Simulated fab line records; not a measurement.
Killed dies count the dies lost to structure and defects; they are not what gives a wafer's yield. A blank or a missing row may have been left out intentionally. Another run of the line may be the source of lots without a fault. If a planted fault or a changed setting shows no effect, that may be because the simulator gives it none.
Which of the tools did it? -- flow n5_finfet -- 8 lots with 24 wafers sampled at 8 steps, on a route of 1938 steps

## WHAT THE GAUGES SHOWED, per wafer
N5_BEOL_M4_RC_MEAS_101. Usual: DIBL_N 37.5 mV/V, standard deviation 1.9; DIBL_P 37.3 mV/V, standard deviation 2.4; IOFF_N 0.18 nA/um, standard deviation 0.038; IOFF_P 0.23 nA/um, standard deviation 0.045; ION_N 677 uA/um, standard deviation 11; ION_P 464 uA/um, standard deviation 8.1; SS_N 72.0 mV/dec, standard deviation 0.68; SS_P 73.5 mV/dec, standard deviation 0.77; VT_N 249 mV, standard deviation 3.3; VT_P -249 mV, standard deviation 3.6.
lot,measured,on,DIBL_N (mV/V),DIBL_P (mV/V),IOFF_N (nA/um),IOFF_P (nA/um),ION_N (uA/um),ION_P (uA/um),SS_N (mV/dec),SS_P (mV/dec),VT_N (mV),VT_P (mV),flag
L993,day 8 17:16,prober-01,36.2 34.6 33.8,38.4 33.9 35.0,0.18 0.15 0.13,0.24 0.17 0.18,671 667 657,468 461 457,72.0 72.0 71.6,73.2 72.3 72.8,251 252 252,-247 -251 -252,
L998,day 10 03:54,prober-01,39.1 37.8 36.3,39.1 36.6 35.3,0.18 0.16 0.14,0.25 0.22 0.19,665 665 666,463 460 456,73.1 72.4 71.7,74.1 73.1 72.8,252 255 255,-249 -247 -252,
L999,day 10 06:16,prober-02,37.2 37.7 37.5,37.5 37.4 37.3,0.18 0.19 0.17,0.25 0.24 0.23,673 674 669,469 467 461,71.4 72.3 71.2,73.7 74.2 74.2,250 252 249,-247 -247 -249,
L102,day 11 03:20,prober-02,41.0 37.7 39.6,43.1 37.0 40.5,0.25 0.18 0.24,0.32 0.21 0.28,676 684 684,464 460 470,73.2 72.2 73.1,75.0 73.8 74.4,247 250 241,-244 -250 -247,
L106,day 12 09:42,prober-01,38.6 42.1 40.1,38.3 41.9 38.9,0.18 0.27 0.22,0.26 0.32 0.26,678 703 697,468 473 474,72.4 73.1 73.2,74.2 75.1 74.1,246 244 247,-246 -243 -249,
L107,day 12 11:52,prober-01,37.7 32.6 38.4,40.0 33.0 40.1,0.19 0.11 0.21,0.29 0.19 0.32,687 666 680,478 473 476,71.9 70.6 71.7,74.0 71.4 73.3,248 254 246,-243 -249 -243,
L112,day 13 12:23,prober-02,38.9 36.0 34.5,38.9 36.7 36.0,0.22 0.15 0.13,0.25 0.21 0.20,682 675 664,458 466 462,72.6 71.9 71.6,73.9 72.7 73.4,248 249 253,-249 -248 -250,
L113,day 13 19:59,prober-02,41.6 37.2 38.0,42.9 36.3 37.6,0.28 0.17 0.17,0.37 0.24 0.23,705 670 670,480 462 462,72.5 71.4 72.1,75.0 73.9 73.2,243 249 251,-242 -245 -251,

N5_BEOL_M9_OCD_MEAS_38. Usual: trench_depth_nm at 152 nm, with a standard deviation of 3.4.
lot,measured,on,trench_depth_nm (nm),flag
L993,day 10 13:32,ocd-02,150 148 155,
L998,day 11 20:36,ocd-01,149 155 148,
L999,day 11 18:17,ocd-01,150 151 151,
L102,day 12 20:24,ocd-01,147 154 145,
L106,day 14 07:47,ocd-01,151 155 146,
L107,day 14 09:42,ocd-01,149 156 157,
L112,day 15 06:19,ocd-01,154 145 157,
L113,day 15 09:37,ocd-01,151 149 159,

N5_BEOL_M9_THK_MEAS_53: measures by xrf. Usual: for M9_THK the level is 138 nm and the standard deviation is 3.7.
lot,measured,on,M9_THK (nm),flag
L993,day 10 18:32,film_metro-01,136 133 141,
L998,day 12 01:49,film_metro-02,133 139 134,
L999,day 11 21:44,film_metro-02,133 135 136,
L102,day 12 23:08,film_metro-02,134 140 132,
L106,day 14 10:49,film_metro-02,307 309 305,OFF
L107,day 14 11:57,film_metro-02,310 304 312,OFF
L112,day 15 10:22,film_metro-01,138 131 143,
L113,day 15 11:43,film_metro-01,136 136 145,

N5_BEOL_M9_RS_MEAS_57: measurement is done with a four-point probe. Usual: for M9_RS the level is 0.150 ohm/sq and the standard deviation is 0.0044.
lot,measured,on,M9_RS (ohm/sq),flag
L993,day 10 18:40,film_metro-01,0.152 0.156 0.146,
L998,day 12 01:58,film_metro-01,0.156 0.147 0.154,
L999,day 11 21:53,film_metro-01,0.156 0.153 0.152,
L102,day 12 23:16,film_metro-02,0.155 0.148 0.157,
L106,day 14 10:56,film_metro-01,0.061 0.061 0.061,OFF
L107,day 14 12:05,film_metro-01,0.060 0.061 0.060,OFF
L112,day 15 10:29,film_metro-01,0.149 0.158 0.144,
L113,day 15 11:50,film_metro-01,0.152 0.153 0.141,

N5_BEOL_M9_INSPECT_58: inspects for defects (darkfield). Usual: raw_defect_count at 73, with a standard deviation of 25.
lot,measured,on,raw_defect_count,flag
L993,day 10 18:41,defect_inspect-02,93 44 76,
L998,day 12 01:59,defect_inspect-02,51 51 68,
L999,day 11 21:55,defect_inspect-02,38 67 58,
L102,day 12 23:17,defect_inspect-01,37 40 66,
L106,day 14 10:58,defect_inspect-02,4308 4350 4344,OFF
L107,day 14 12:07,defect_inspect-01,4401 4371 4370,OFF
L112,day 15 10:31,defect_inspect-02,71 60 42,
L113,day 15 11:52,defect_inspect-02,68 98 121,

## EACH LOT AND THE TOOL THAT RAN IT (in order: tool; ch and the chambers of the sampled wafers; start)
lot,N5_BEOL_M9_VIA_ETCH_34,N5_BEOL_M9_STRIP_36,N5_BEOL_M9_CMP_52
L993,"rie_diel-01 ch 1,2,3, day 10 13:16","rie_diel-01 ch 1,2,3, day 10 13:19","cmp-02 ch 1,3, day 10 18:14"
L998,"rie_diel-01 ch 0,3, day 11 20:19","rie_diel-01 ch 0,3, day 11 20:23","cmp-02 ch 1,2,3, day 12 01:38"
L999,"rie_diel-05 ch 0,2,3, day 11 18:00","rie_diel-05 ch 0,2,3, day 11 18:04","cmp-03 ch 0,1,3, day 11 21:29"
L102,"rie_diel-02 ch 1,2, day 12 20:07","rie_diel-02 ch 1,2, day 12 20:11","cmp-03 ch 1,2,3, day 12 22:55"
L106,"rie_diel-05 ch 0,1,3, day 14 07:31","rie_diel-05 ch 0,1,3, day 14 07:34","cmp-03 ch 1,2, day 14 10:31"
L107,"rie_diel-01 ch 0,1,3, day 14 09:25","rie_diel-01 ch 0,1,3, day 14 09:29","cmp-04 ch 0,1, day 14 11:40"
L112,"rie_diel-02 ch 1,2,3, day 15 06:02","rie_diel-02 ch 1,2,3, day 15 06:05","cmp-03 ch 0,1,2, day 15 10:04"
L113,"rie_diel-05 ch 0,1,2, day 15 09:20","rie_diel-05 ch 0,1,2, day 15 09:24","cmp-03 ch 0,2,3, day 15 11:29"
- N5_BEOL_M9_VIA_ETCH_34: etches SiCOH lowk in C4F6/O2, target depth 182.4 nm, time 68.4 s.
- N5_BEOL_M9_STRIP_36: strips in N2/H2.
- N5_BEOL_M9_CMP_52: polishes, stops on SiCOH lowk, t overpolish 7 s, target thk 140 nm.

## WHAT THE TOOLS THEMSELVES READ (means of the sampled wafers that have a number; where no wafer has one, the mark that the record gives instead)
N5_BEOL_M9_VIA_ETCH_34. Usual: bias_w 185.0 W, standard deviation 0.51; drypump_motor_current_A 5.90 A, standard deviation 0.3; oes_product_au 0.79 a.u., standard deviation 0.08; rf_vpp_V 661 V, standard deviation 21; showerhead_plenum_p_Torr 2.84 Torr, standard deviation 0.083; throttle_valve_pct 20.86 %, standard deviation 0.18.
lot,tool,bias_w (W),drypump_motor_current_A (A),oes_product_au (a.u.),rf_vpp_V (V),showerhead_plenum_p_Torr (Torr),throttle_valve_pct (%),flag
L993,rie_diel-01,185.2,5.89,0.79,665,2.83,20.83,
L998,rie_diel-01,185.3,5.96,0.77,661,2.78,20.90,
L999,rie_diel-05,184.5,5.79,0.75,669,2.82,20.86,
L102,rie_diel-02,184.7,6.41,0.76,653,2.88,20.92,
L106,rie_diel-05,184.6,5.73,0.72,680,2.79,20.95,
L107,rie_diel-01,185.0,6.06,0.77,664,2.81,20.82,
L112,rie_diel-02,184.6,6.25,0.82,649,2.90,21.00,
L113,rie_diel-05,185.2,5.60,0.76,662,2.75,20.93,

N5_BEOL_M9_STRIP_36. Usual: bias_power_w 7.004 W, standard deviation 0.02; drypump_motor_current_A 5.90 A, standard deviation 0.3; oes_product_au 0.79 a.u., standard deviation 0.08; power_w 450.2 W, standard deviation 1.4; rf_vpp_V 59.2 V, standard deviation 1.4; showerhead_plenum_p_Torr 2.55 Torr, standard deviation 0.086; throttle_valve_pct 23.76 %, standard deviation 0.25.
lot,tool,bias_power_w (W),drypump_motor_current_A (A),oes_product_au (a.u.),power_w (W),rf_vpp_V (V),showerhead_plenum_p_Torr (Torr),throttle_valve_pct (%),flag
L993,rie_diel-01,7.013,5.90,0.79,450.0,59.1,2.51,23.52,
L998,rie_diel-01,7.038,5.97,0.78,449.5,60.5,2.47,23.59,
L999,rie_diel-05,7.008,5.80,0.78,450.0,59.2,2.53,23.82,
L102,rie_diel-02,6.987,6.40,0.77,448.1,59.5,2.59,23.87,
L106,rie_diel-05,7.005,5.73,0.73,450.6,59.9,2.52,23.99,
L107,rie_diel-01,6.998,6.09,0.77,450.9,58.2,2.51,23.53,
L112,rie_diel-02,7.010,6.26,0.82,450.1,58.3,2.60,23.81,
L113,rie_diel-05,7.009,5.58,0.75,450.5,60.2,2.47,24.04,

N5_BEOL_M9_CMP_52. Usual: barrier_field_endpoint_s 28.7 s, standard deviation 0.88; clearing_platen_down_force_psi 1.5003 psi, standard deviation 0.0029; motor_current_A 5.9 A, standard deviation 0.34; overpolish_run_s 7.000 s, standard deviation 0.0088; time_to_endpoint_s 66 s, standard deviation 3.8.
lot,tool,barrier_field_endpoint_s (s),clearing_platen_down_force_psi (psi),motor_current_A (A),overpolish_run_s (s),time_to_endpoint_s (s),flag
L993,cmp-02,28.7,1.5022,5.7,6.997,65,
L998,cmp-02,28.2,1.5013,5.7,6.993,67,
L999,cmp-03,28.3,1.4982,5.8,6.999,61,
L102,cmp-03,28.3,1.4977,6.1,6.996,65,
L106,cmp-03,-,-,-,-,-,OFF
L107,cmp-04,-,-,-,-,-,OFF
L112,cmp-03,29.0,1.5043,5.8,7.004,66,
L113,cmp-03,28.5,1.5018,5.7,7.004,65,

## THE ANSWER, worked out from the rows above alone
Rule: a lot counts as off when the mean over its wafers that have a number is more than 3 standard deviations away from the usual mean. Also off: a lot with no number at a reading for which 4 or more lots have one. The other lots that the step has rows for count as sound. Order of review: gauges by route order, followed by the tools' own readings, for which a lot's mean as printed above is used. The first step at which some lot is off is used, and at that step the reading that is off furthest; a lot without a number counts as furthest.
Off: L106, L107, at N5_BEOL_M9_THK_MEAS_53 (M9_THK).
A tool fits if, at a process step before that reading, it ran every lot that is off, and no sound lot after the first of them. The gauges at N5_BEOL_M9_THK_MEAS_53 aren't tried: what is off there is off at N5_BEOL_M9_RS_MEAS_57 too, on other tools, and a gauge's error can't cause that. None of those tried fits.

## WHAT HAD BEEN PUT IN BY THE SIMULATOR
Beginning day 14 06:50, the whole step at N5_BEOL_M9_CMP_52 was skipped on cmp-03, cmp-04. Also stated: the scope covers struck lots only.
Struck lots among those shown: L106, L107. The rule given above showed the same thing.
